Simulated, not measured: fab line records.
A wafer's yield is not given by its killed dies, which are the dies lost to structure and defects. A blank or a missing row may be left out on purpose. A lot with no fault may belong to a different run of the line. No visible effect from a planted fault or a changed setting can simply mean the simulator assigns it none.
Chamber matching -- flow nand harc -- NHARC_THIN_TSV_DEP_43 on pecvd-03: 3 sister chambers
The step deposits SiO2, target thk 1328.5 nm. 16 wafers are shown with their chamber, then 7 later ones without.

== EACH WAFER AND ITS CHAMBER ==
wafer,chamber,throttle valve pct (%)
L830.4,0,16.5
L830.5,1,15.8
L830.6,2,15.7
L833.1,0,16.6
L833.2,2,15.5
L833.4,1,15.9
L835.1,0,16.5
L835.2,2,15.5
L835.6,1,15.7
L837.1,1,15.7
L837.2,2,15.4
L837.4,0,16.7
L841.2,2,15.0
L841.4,2,15.1
L841.6,0,16.1
L852.2,2,15.3

SIGNATURES (means of the wafers above)
reading,chamber 0,chamber 1,chamber 2,scatter within a chamber
throttle valve pct,16.480,15.775,15.357,0.214
Rule: distance of a wafer from a chamber = root of the sum over the readings of ((wafer's reading minus chamber's mean) / reading's scatter) squared. If the next closest chamber is less than 2 further off than the closest, the wafer can't be placed; otherwise it belongs to the closest. The scatter: the root of (the sum of the squares of (reading less its chamber's mean) over the shown wafers, divided by (wafers less chambers)).

== WAFERS MISSING THEIR CHAMBER ==
wafer,throttle valve pct (%)
L852.6,15.3
L850.1,15.3
L850.2,15.2
L850.4,16.0
L853.1,16.1
L853.2,15.1
L853.4,15.3

== WHICH CHAMBER EACH WENT THROUGH ==
wafer,from the rows above,in truth
L852.6,can't be placed: 2 or 1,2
L850.1,can't be placed: 2 or 1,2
L850.2,can't be placed: 2 or 1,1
L850.4,can't be placed: 1 or 0 or 2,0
L853.1,can't be placed: 1 or 0 or 2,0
L853.2,can't be placed: 2 or 1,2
L853.4,can't be placed: 2 or 1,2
0 of 7 placed correctly. Unplaceable from these rows: 7, with the true chamber sitting among the candidates in 7. 0 placed wrongly.
